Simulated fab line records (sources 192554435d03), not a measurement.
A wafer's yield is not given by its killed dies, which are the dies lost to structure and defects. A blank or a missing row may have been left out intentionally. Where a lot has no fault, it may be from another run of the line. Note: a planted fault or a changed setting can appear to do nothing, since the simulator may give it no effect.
fab line records + flow n5Finfet
[record]
- lots = 11
- wafers = 33
- lastDay = 19
route steps=1938 shown BEOL_M4@1098 PASSIVATION@1936
lots that met no fault: from a run of the same line without faults
startH: hours from the record's opening day to when the first of the lot's shown wafers began + waitH: hours elapsed since this lot's preceding step + " same as the row above + L1.1+2: one row covering several wafers at once + - no value, or no start was given + * or withheld: withheld + < > ~ a bound
route shown NAME@n: NAME is a module with steps in the file, n the number in the route of the first one + usual: the fault-free wafers' mean and standard deviation + same: alike in all rows + chamber/n: place in a boat + sites: readings site by site + _std_site: standard deviation of those values + _edge_site: inner sites' mean taken away from outer sites' mean + radiusMm: how far each site lies from the wafer's centre + mask NAME#n: copy n + behind: tool/chamber where the wafer was last shaped + hold: what put the lot on hold/how long, in hours/how the hold closed + device: transistor that didn't switch, given as n, p or np + end of line: tests run on the same wafers once the route is complete + for a step that has no rows: nothing shown but its recipe + killed: dies that structure and defects cost at the first sort, which is not the same as the wafer's yield + map: shows each die of a wafer: x if killed, . if not, _ if none is there
set.NAME: the setting that was run; set.NAME@STEP: the one run at that earlier step + model.NAME: the simulator's own value behind a step, which no gauge read
route steps across a sampled set of lots; one table per step, one row per wafer
services: a tool's chamber out of use, with start hour (startH, from the record's first day; less than 0 if before it), hours out, and reason
[[steps]]
[step N5_BEOL_M4_SPUTTER_94]
[recipe]
- material = Cu
- targetThkA = 45
- tempC = -20
- chamberPressurePa = 0.07
- powerW = withheld
- timeS = 8.29
[usual]
- throttleValvePct = 29.8/1.1
| lot.wafer | tool          | chamber | startH | waitH | throttleValvePct |
|-----------|---------------|---------|--------|-------|------------------|
| L558.2    | pvdSputter-02 | -       | 171.96 | 0.1   | 29.4             |
| L558.4    | "             | -       | "      | "     | 30.7             |
| L558.5    | "             | -       | "      | "     | 28.9             |
| L559.3    | pvdSputter-03 | -       | 172.56 | 0.1   | 28.9             |
| L559.4    | "             | -       | "      | "     | 28.3             |
| L559.6    | "             | -       | "      | "     | 29.0             |
| L560.2    | pvdSputter-01 | -       | 181.47 | 0.1   | 31.4             |
| L560.4    | "             | -       | "      | "     | 30.2             |
| L560.5    | "             | -       | "      | "     | 31.3             |
| L565.2    | pvdSputter-02 | -       | 200.47 | 0.1   | 29.3             |
| L565.3    | "             | -       | "      | "     | 28.3             |
| L565.4    | "             | -       | "      | "     | 29.0             |
| L578.2    | pvdSputter-02 | -       | 286.33 | 0.1   | 28.2             |
| L578.5    | "             | -       | "      | "     | 29.0             |
| L578.6    | "             | -       | "      | "     | 28.4             |
| L577.3    | pvdSputter-01 | -       | 288.03 | 0.1   | 30.0             |
| L577.4    | "             | -       | "      | "     | 30.1             |
| L577.5    | "             | -       | "      | "     | 30.3             |
| L568.2    | pvdSputter-01 | -       | 294.12 | 0.1   | 30.1             |
| L568.4    | "             | -       | "      | "     | 30.3             |
| L568.6    | "             | -       | "      | "     | 31.3             |
| L574.1    | pvdSputter-01 | -       | 312.09 | 0.1   | 30.1             |
| L574.2    | "             | -       | "      | "     | 30.1             |
| L574.3    | "             | -       | "      | "     | 31.6             |
| L570.1    | pvdSputter-02 | -       | 318.74 | 0.1   | 28.8             |
| L570.2    | "             | -       | "      | "     | 30.6             |
| L570.3    | "             | -       | "      | "     | 29.3             |
| L569.3    | pvdSputter-03 | -       | 325.10 | 0.1   | 30.8             |
| L569.4    | "             | -       | "      | "     | 30.9             |
| L569.5    | "             | -       | "      | "     | 28.8             |
| L580.1    | pvdSputter-01 | -       | 338.13 | 0.1   | 30.6             |
| L580.3    | "             | -       | "      | "     | 30.0             |
| L580.6    | "             | -       | "      | "     | 30.3             |
[step N5_BEOL_M4_SPUTTER_96]
[recipe]
- material = Cu
- targetThkA = 45
- tempC = -20
- chamberPressurePa = 0.07
- powerW = withheld
- timeS = 8.29
[usual]
- throttleValvePct = 29.8/1.1
| lot.wafer | tool          | chamber | startH | waitH | throttleValvePct |
|-----------|---------------|---------|--------|-------|------------------|
| L558.2    | pvdSputter-02 | -       | 172.18 | 0.1   | 29.1             |
| L558.4    | "             | -       | "      | "     | 30.4             |
| L558.5    | "             | -       | "      | "     | 29.2             |
| L559.3    | pvdSputter-03 | -       | 172.78 | 0.1   | 28.8             |
| L559.4    | "             | -       | "      | "     | 28.4             |
| L559.6    | "             | -       | "      | "     | 29.0             |
| L560.2    | pvdSputter-01 | -       | 181.69 | 0.1   | 31.4             |
| L560.4    | "             | -       | "      | "     | 30.2             |
| L560.5    | "             | -       | "      | "     | 31.0             |
| L565.2    | pvdSputter-02 | -       | 200.69 | 0.1   | 29.1             |
| L565.3    | "             | -       | "      | "     | 28.5             |
| L565.4    | "             | -       | "      | "     | 29.0             |
| L578.2    | pvdSputter-02 | -       | 286.55 | 0.1   | 28.5             |
| L578.5    | "             | -       | "      | "     | 29.3             |
| L578.6    | "             | -       | "      | "     | 28.2             |
| L577.3    | pvdSputter-01 | -       | 288.25 | 0.1   | 30.2             |
| L577.4    | "             | -       | "      | "     | 30.0             |
| L577.5    | "             | -       | "      | "     | 30.3             |
| L568.2    | pvdSputter-01 | -       | 294.34 | 0.1   | 30.3             |
| L568.4    | "             | -       | "      | "     | 30.2             |
| L568.6    | "             | -       | "      | "     | 31.3             |
| L574.1    | pvdSputter-01 | -       | 312.31 | 0.1   | 30.3             |
| L574.2    | "             | -       | "      | "     | 30.2             |
| L574.3    | "             | -       | "      | "     | 31.3             |
| L570.1    | pvdSputter-02 | -       | 318.96 | 0.1   | 28.5             |
| L570.2    | "             | -       | "      | "     | 30.6             |
| L570.3    | "             | -       | "      | "     | 29.3             |
| L569.3    | pvdSputter-03 | -       | 325.32 | 0.1   | 31.0             |
| L569.4    | "             | -       | "      | "     | 30.7             |
| L569.5    | "             | -       | "      | "     | 29.1             |
| L580.1    | pvdSputter-01 | -       | 338.35 | 0.1   | 30.4             |
| L580.3    | "             | -       | "      | "     | 30.2             |
| L580.6    | "             | -       | "      | "     | 30.2             |
[step N5_BEOL_M4_ANNEAL_51]
[recipe]
- tempC = 225
- timeS = 90
- ambient = N2
[usual]
- wafer_temp_C_max = 226.14/0.27
| lot.wafer | tool         | chamber | startH | waitH | wafer_temp_C_max |
|-----------|--------------|---------|--------|-------|------------------|
| L558.2    | rtpAnneal-01 | 0       | 172.51 | 0.2   | 226.36           |
| L558.4    | "            | 0       | "      | "     | 226.26           |
| L558.5    | "            | 0       | "      | "     | 225.93           |
| L559.3    | rtpAnneal-02 | 0       | 173.07 | 0.1   | 225.98           |
| L559.4    | "            | 0       | "      | "     | 226.76           |
| L559.6    | "            | 0       | "      | "     | 226.36           |
| L560.2    | rtpAnneal-01 | 0       | 181.93 | 0.1   | 226.18           |
| L560.4    | "            | 0       | "      | "     | 226.01           |
| L560.5    | "            | 0       | "      | "     | 226.45           |
| L565.2    | rtpAnneal-01 | 0       | 200.97 | 0.2   | 226.26           |
| L565.3    | "            | 0       | "      | "     | 225.83           |
| L565.4    | "            | 0       | "      | "     | 226.39           |
| L578.2    | rtpAnneal-02 | 0       | 286.93 | 0.2   | 226.80           |
| L578.5    | "            | 0       | "      | "     | 226.55           |
| L578.6    | "            | 0       | "      | "     | 226.46           |
| L577.3    | rtpAnneal-02 | 0       | 288.54 | 0.1   | 225.92           |
| L577.4    | "            | 0       | "      | "     | 226.43           |
| L577.5    | "            | 0       | "      | "     | 226.30           |
| L568.2    | rtpAnneal-01 | 0       | 294.58 | 0.1   | 226.14           |
| L568.4    | "            | 0       | "      | "     | 226.47           |
| L568.6    | "            | 0       | "      | "     | 225.99           |
| L574.1    | rtpAnneal-02 | 0       | 312.50 | 0.1   | 226.33           |
| L574.2    | "            | 0       | "      | "     | 226.43           |
| L574.3    | "            | 0       | "      | "     | 226.29           |
| L570.1    | rtpAnneal-01 | 0       | 319.16 | 0.1   | 226.11           |
| L570.2    | "            | 0       | "      | "     | 226.16           |
| L570.3    | "            | 0       | "      | "     | 226.05           |
| L569.3    | rtpAnneal-01 | 0       | 325.61 | 0.1   | 225.71           |
| L569.4    | "            | 0       | "      | "     | 226.00           |
| L569.5    | "            | 0       | "      | "     | 226.22           |
| L580.1    | rtpAnneal-01 | 0       | 338.55 | 0.1   | 226.16           |
| L580.3    | "            | 0       | "      | "     | 226.07           |
| L580.6    | "            | 0       | "      | "     | 226.34           |
[step N5_BEOL_M4_CMP_52]
[recipe]
- stopOn = SiOC
- tOverpolishS = 6.8
- downForcePsi = 1
- platenRpm = 50
- clearingPlatenDownForcePsi = 1.5
- clearingPlatenRpm = 50
- postCmpClean = cuAlkaline
- targetThkNm = 40
- clearingPlatenPadVelocityMS = 0.99484
- padVelocityMS = 0.99484
[usual]
- barrierFieldEndpointS = 24.6/0.57
- motorCurrentA = 6.0/0.66
- overpolishRunS = 6.799/0.009
- slurryFilterDpKPa = 13.50/0.15
- timeToEndpointS = 62.6/2.9
| lot.wafer | tool   | chamber | startH | waitH | barrierFieldEndpointS | motorCurrentA | overpolishRunS | slurryFilterDpKPa | timeToEndpointS |
|-----------|--------|---------|--------|-------|-----------------------|---------------|----------------|-------------------|-----------------|
| L558.4    | cmp-03 | 2       | 172.76 | 0.1   | 24.8                  | 6.1           | 6.809          | 13.50             | 61.1            |
| L558.2    | "      | 3       | "      | "     | 25.0                  | 6.6           | 6.791          | 13.34             | 62.7            |
| L558.5    | "      | 3       | "      | "     | 25.4                  | 6.4           | 6.800          | 13.51             | 63.8            |
| L559.4    | cmp-04 | 3       | 173.31 | 0.2   | 25.2                  | 5.5           | 6.796          | 13.45             | 63.2            |
| L559.3    | "      | 1       | "      | "     | 24.7                  | 6.1           | 6.793          | 13.66             | 64.1            |
| L559.6    | "      | 3       | "      | "     | 25.5                  | 5.4           | 6.798          | 13.50             | 62.1            |
| L560.4    | cmp-03 | 2       | 182.32 | 0.3   | 23.8                  | 6.5           | 6.786          | 13.47             | 60.0            |
| L560.2    | "      | 3       | "      | "     | 24.2                  | 6.9           | 6.813          | 13.50             | 65.4            |
| L560.5    | "      | 1       | "      | "     | 23.4                  | 6.5           | 6.801          | 13.31             | 60.4            |
| L565.3    | cmp-04 | 0       | 201.46 | 0.3   | 25.1                  | 5.6           | 6.799          | 13.46             | 65.9            |
| L565.2    | "      | 2       | "      | "     | 25.4                  | 7.1           | 6.807          | 13.55             | 67.1            |
| L565.4    | "      | 3       | "      | "     | 25.0                  | 5.4           | 6.804          | 13.48             | 62.9            |
| L578.2    | cmp-02 | 2       | 287.47 | 0.5   | 24.7                  | 6.0           | 6.798          | 13.60             | 63.8            |
| L578.5    | "      | 3       | "      | "     | 24.5                  | 6.8           | 6.802          | 13.47             | 61.1            |
| L578.6    | "      | 0       | "      | "     | 24.7                  | 4.9           | 6.806          | 13.43             | 59.5            |
| L577.3    | cmp-02 | 1       | 288.79 | 0.2   | 25.3                  | 5.1           | 6.803          | 13.44             | 63.8            |
| L577.4    | "      | 2       | "      | "     | 25.2                  | 6.0           | 6.787          | 13.43             | 62.0            |
| L577.5    | "      | 1       | "      | "     | 24.6                  | 5.3           | 6.811          | 13.40             | 59.7            |
| L568.2    | cmp-04 | 0       | 294.90 | 0.3   | 24.5                  | 5.6           | 6.786          | 13.34             | 63.6            |
| L568.4    | "      | 1       | "      | "     | 24.9                  | 6.0           | 6.816          | 13.64             | 65.4            |
| L568.6    | "      | 2       | "      | "     | 24.9                  | 7.0           | 6.787          | 13.43             | 64.8            |
| L574.3    | cmp-03 | 2       | 312.80 | 0.2   | 24.8                  | 6.8           | 6.799          | 13.32             | 63.4            |
| L574.2    | "      | 3       | "      | "     | 25.3                  | 6.5           | 6.791          | 13.27             | 67.9            |
| L574.1    | "      | 1       | "      | "     | 24.7                  | 6.7           | 6.802          | 13.36             | 61.3            |
| L570.2    | cmp-04 | 2       | 319.45 | 0.2   | 24.3                  | 7.1           | 6.814          | 13.53             | 66.3            |
| L570.3    | "      | 3       | "      | "     | 24.4                  | 5.3           | 6.799          | 13.55             | 63.1            |
| L570.1    | "      | 1       | "      | "     | 24.0                  | 6.0           | 6.801          | 13.38             | 63.0            |
| L569.3    | cmp-03 | 3       | 326.05 | 0.4   | 24.7                  | 6.6           | 6.798          | 13.27             | 63.4            |
| L569.4    | "      | 2       | "      | "     | 24.9                  | 6.4           | 6.801          | 13.54             | 63.2            |
| L569.5    | "      | 0       | "      | "     | 24.4                  | 5.6           | 6.809          | 13.72             | 61.6            |
| L580.3    | cmp-02 | 2       | 339.58 | 0.9   | 24.3                  | 6.2           | 6.797          | 13.41             | 62.5            |
| L580.1    | "      | 3       | "      | "     | 24.4                  | 6.9           | 6.791          | 13.48             | 57.6            |
| L580.6    | "      | 1       | "      | "     | 24.6                  | 5.1           | 6.799          | 13.48             | 61.8            |
[step N5_BEOL_M4_INSPECT_59]
[recipe]
- inspectInstrument = darkfield
- mode = postDep
[usual]
- rawDefectCount = 68/19
| lot.wafer | tool             | chamber | startH | waitH | rawDefectCount |
|-----------|------------------|---------|--------|-------|----------------|
| L558.2    | defectInspect-02 | -       | 173.35 | 0.0   | 104            |
| L558.4    | "                | -       | "      | "     | 58             |
| L558.5    | "                | -       | "      | "     | 88             |
| L559.3    | defectInspect-02 | -       | 173.86 | 0.0   | 58             |
| L559.4    | "                | -       | "      | "     | 59             |
| L559.6    | "                | -       | "      | "     | 48             |
| L560.2    | defectInspect-01 | -       | 182.83 | 0.0   | 81             |
| L560.4    | "                | -       | "      | "     | 82             |
| L560.5    | "                | -       | "      | "     | 105            |
| L565.2    | defectInspect-02 | -       | 202.05 | 0.0   | 45             |
| L565.3    | "                | -       | "      | "     | 70             |
| L565.4    | "                | -       | "      | "     | 50             |
| L578.2    | defectInspect-02 | -       | 287.94 | 0.0   | 47             |
| L578.5    | "                | -       | "      | "     | 81             |
| L578.6    | "                | -       | "      | "     | 63             |
| L577.3    | defectInspect-01 | -       | 289.35 | 0.0   | 87             |
| L577.4    | "                | -       | "      | "     | 47             |
| L577.5    | "                | -       | "      | "     | 56             |
| L568.2    | defectInspect-01 | -       | 295.43 | 0.0   | 77             |
| L568.4    | "                | -       | "      | "     | 43             |
| L568.6    | "                | -       | "      | "     | 309            |
| L574.1    | defectInspect-01 | -       | 313.38 | 0.0   | 94             |
| L574.2    | "                | -       | "      | "     | 58             |
| L574.3    | "                | -       | "      | "     | 67             |
| L570.1    | defectInspect-02 | -       | 320.03 | 0.0   | 43             |
| L570.2    | "                | -       | "      | "     | 307            |
| L570.3    | "                | -       | "      | "     | 149            |
| L569.3    | defectInspect-01 | -       | 326.63 | 0.0   | 88             |
| L569.4    | "                | -       | "      | "     | 68             |
| L569.5    | "                | -       | "      | "     | 70             |
| L580.1    | defectInspect-02 | -       | 340.65 | 0.0   | 55             |
| L580.3    | "                | -       | "      | "     | 80             |
| L580.6    | "                | -       | "      | "     | 98             |
[step N5_PASSIVATION_PROBE_49]
[usual]
- defectLimitedYield = 91.0/1.5
- killed_at_M0_to_M3 = 32/9.6
- killed_at_M4_up = 13/4.7
- killedAtContacts = 13/7.2
- killedAtFrontEnd = 44/13
- killedAtOther = 4/3.4
- killedDies = 106/18
- killedOnRim = 14/4.2
- killedOpen = 70/13
- killedShort = 35/8
- sort_bin_5_function = 5.3/0.97
- sort_bin_6_memory = 3.4/0.73
- sortNPass = 1074/18
- sortYieldPct = 91.0/1.5
[same]
- grossDies = 1180
- killedAtBackSide = 0
- sort_bin_4_leakage[%] = 0
- sort_bin_8_speed[%] = 0
| lot.wafer | tool      | chamber | startH | waitH | defectLimitedYield[%] | killed_at_M0_to_M3 | killed_at_M4_up | killedAtContacts | killedAtFrontEnd | killedAtOther | killedDies | killedOnRim | killedOpen | killedShort | sort_bin_5_function[%] | sort_bin_6_memory[%] | sortNPass | sortYieldPct[%] |
|-----------|-----------|---------|--------|-------|-----------------------|--------------------|-----------------|------------------|------------------|---------------|------------|-------------|------------|-------------|------------------------|----------------------|-----------|-----------------|
| L560.2    | prober-02 | -       | 260.82 | 0.1   | 87.5                  | 37                 | 13              | 24               | 71               | 2             | 147        | 14          | 106        | 41          | 6.8                    | 5.2                  | 1033      | 87.5            |
| L560.4    | prober-02 | -       | 260.92 | 0.2   | 90.0                  | 30                 | 20              | 13               | 47               | 8             | 118        | 16          | 78         | 39          | 6.1                    | 3.6                  | 1062      | 90.0            |
| L560.5    | prober-02 | -       | 260.97 | 0.2   | 91.1                  | 23                 | 13              | 14               | 49               | 6             | 105        | 17          | 66         | 39          | 5.9                    | 2.5                  | 1075      | 91.1            |
| L568.2    | prober-01 | -       | 402.45 | 0.1   | 87.9                  | 35                 | 13              | 5                | 90               | 0             | 143        | 16          | 104        | 37          | 8.1                    | 3.6                  | 1037      | 87.9            |
| L568.4    | prober-01 | -       | 402.55 | 0.2   | 88.1                  | 29                 | 18              | 7                | 87               | 0             | 141        | 14          | 98         | 40          | 7.4                    | 4.2                  | 1039      | 88.1            |
| L568.6    | prober-01 | -       | 402.65 | 0.3   | 70.8                  | 47                 | 220             | 13               | 64               | 0             | 344        | 47          | 92         | 41          | 16.9                   | 10.5                 | 836       | 70.8            |
| L570.1    | prober-01 | -       | 442.27 | 0.0   | 90.1                  | 38                 | 19              | 12               | 33               | 15            | 117        | 7           | 81         | 34          | 5.5                    | 3.8                  | 1063      | 90.1            |
| L570.2    | prober-01 | -       | 442.32 | 0.1   | 76.5                  | 23                 | 209             | 4                | 34               | 7             | 277        | 40          | 56         | 22          | 14.1                   | 8.9                  | 903       | 76.5            |
| L570.3    | prober-01 | -       | 442.37 | 0.1   | 93.2                  | 25                 | 7               | 6                | 39               | 3             | 80         | 7           | 54         | 25          | 4.0                    | 2.3                  | 1100      | 93.2            |
// killed by level:class
L560.2 MOL_CONTACT_COAG:geometricParticle:open=20 FIN_SAQP:geometricParticle:open=19 STI_FIN_REVEAL:geometricParticle:open=15 FIN_SAQP:geometricParticle:short=14 BEOL_M3:geometricParticle:open=10 BEOL_M0_SAQP:geometricParticle:open=9 BEOL_M4:geometricParticle:open=7 BEOL_M2:geometricParticle:open=6
L560.4 MOL_CONTACT_COAG:geometricParticle:open=12 FIN_SAQP:geometricParticle:open=10 BEOL_M0_SAQP:geometricParticle:open=10 BEOL_M4:geometricParticle:open=10 STI_FIN_REVEAL:geometricParticle:open=5 FIN_SAQP:geometricParticle:short=4 STI_FIN_REVEAL:geometricParticle:short=4 DUMMY_GATE:geometricParticle:open=4
L560.5 FIN_SAQP:geometricParticle:open=17 MOL_CONTACT_COAG:geometricParticle:open=11 BEOL_M0_SAQP:geometricParticle:open=7 FIN_SAQP:geometricParticle:short=6 STI_FIN_REVEAL:geometricParticle:open=6 GATE_CUT:geometricParticle:short=6 BEOL_M0_SAQP:geometricParticle:short=5 BEOL_M2:geometricParticle:open=5
L568.2 FIN_SAQP:geometricParticle:open=30 STI_FIN_REVEAL:geometricParticle:open=18 BEOL_M0_SAQP:geometricParticle:open=16 FIN_SAQP:geometricParticle:short=12 BEOL_M1:geometricParticle:open=9 BEOL_M4:geometricParticle:open=7 DUMMY_GATE:geometricParticle:open=5 BEOL_M0_SAQP:geometricParticle:short=5
L568.4 FIN_SAQP:geometricParticle:open=19 DUMMY_GATE:geometricParticle:open=17 STI_FIN_REVEAL:geometricParticle:open=15 FIN_SAQP:geometricParticle:short=14 BEOL_M4:geometricParticle:open=10 BEOL_M0_SAQP:geometricParticle:open=9 GATE_CUT:geometricParticle:short=5 BEOL_M0_SAQP:geometricParticle:short=5
L568.6 BEOL_M4:unspecified=208 STI_FIN_REVEAL:geometricParticle:open=20 BEOL_M0_SAQP:geometricParticle:short=17 FIN_SAQP:geometricParticle:open=13 BEOL_M0_SAQP:geometricParticle:open=13 MOL_CONTACT_COAG:geometricParticle:open=11 FIN_SAQP:geometricParticle:short=8 BEOL_M4:geometricParticle:open=8
L570.1 BEOL_M1:geometricParticle:open=15 FIN_SAQP:geometricParticle:open=13 MOL_CONTACT_COAG:geometricParticle:open=9 BEOL_M0_SAQP:geometricParticle:short=7 BEOL_M3:geometricParticle:open=7 BEOL_M5:geometricParticle:open=7 PASS1_CAP:geometricParticle:open=6 FIN_SAQP:geometricParticle:short=5
L570.2 BEOL_M4:unspecified=197 FIN_SAQP:geometricParticle:open=7 DUMMY_GATE:geometricParticle:open=7 BEOL_M3:geometricParticle:open=7 BEOL_M0_SAQP:geometricParticle:short=5 BEOL_M1:geometricParticle:open=5 FIN_SAQP:geometricParticle:short=4 STI_FIN_REVEAL:geometricParticle:open=4
L570.3 FIN_SAQP:geometricParticle:open=10 STI_FIN_REVEAL:geometricParticle:open=5 BEOL_M1:geometricParticle:open=5 BEOL_M2:geometricParticle:open=5 STARTING-WAFER:geometricParticle:open=5 MOL_CONTACT_COAG:geometricParticle:open=4 FIN_SAQP:geometricParticle:short=3 DUMMY_GATE:geometricParticle:open=3
[[services]]
| tool          | chamber | startH | hours | kind                          |
|---------------|---------|--------|-------|-------------------------------|
| cmp-03        | -       | 153.60 | 5.6   | pm                            |
| cmp-04        | -       | 179.71 | 17.3  | pm                            |
| cmp-02        | -       | 192.55 | 0.3   | repair                        |
| cmp-04        | -       | 208.65 | 19.4  | repair                        |
| cmp-02        | -       | 234.08 | 4.0   | pm                            |
| cmp-03        | -       | 254.31 | 4.0   | pm                            |
| cmp-03        | -       | 258.31 | -     | consumableReplace:conditioner |
| cmp-03        | -       | 258.31 | -     | consumableReplace:pad         |
| cmp-04        | -       | 259.59 | 4.0   | pm                            |
| cmp-04        | -       | 263.59 | -     | consumableReplace:conditioner |
| cmp-04        | -       | 263.59 | -     | consumableReplace:pad         |
| pvdSputter-01 | -       | 273.00 | 6.9   | repair                        |
| cmp-02        | -       | 278.02 | 5.3   | pm                            |
| cmp-03        | -       | 282.78 | 8.0   | pm                            |
| cmp-04        | -       | 286.28 | 2.3   | repair                        |
| cmp-03        | -       | 297.70 | 4.0   | repair                        |
| pvdSputter-01 | -       | 303.61 | 2.6   | repair                        |
| cmp-02        | -       | 304.89 | 2.2   | repair                        |
| cmp-02        | -       | 329.54 | 0.5   | repair                        |
[[key]]
[firstSign]
- step = N5_BEOL_M4_INSPECT_59
- reading = rawDefectCount
- direction = up
- sigmas = 13
- usual = 68
- struck = 308
[effect]
- step = N5_PASSIVATION_PROBE_49
- reading = killed_at_M4_up
- direction = up
- sigmas = 43
- usual = 13
- struck = 214
[moreKillsBornAt]
- N5_BEOL_M4_CMP_52@cmp-04 = 405
metAt N5_BEOL_M4_CMP_52
struckLots L568,L570
struckWafers L568.6,L570.2
notActingAt N5_BEOL_M4_SPUTTER_94,N5_BEOL_M4_SPUTTER_96,N5_BEOL_M4_ANNEAL_51
onsetBetween 201.46 294.90
[fault]
- kind = chamberParticleSource
- tool = cmp-04
- chamber = 2
- onsetH = 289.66
- steps = N5_BEOL_M4_CMP_52
- ratePerVisitCm2 = 0.37897
- endH = 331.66
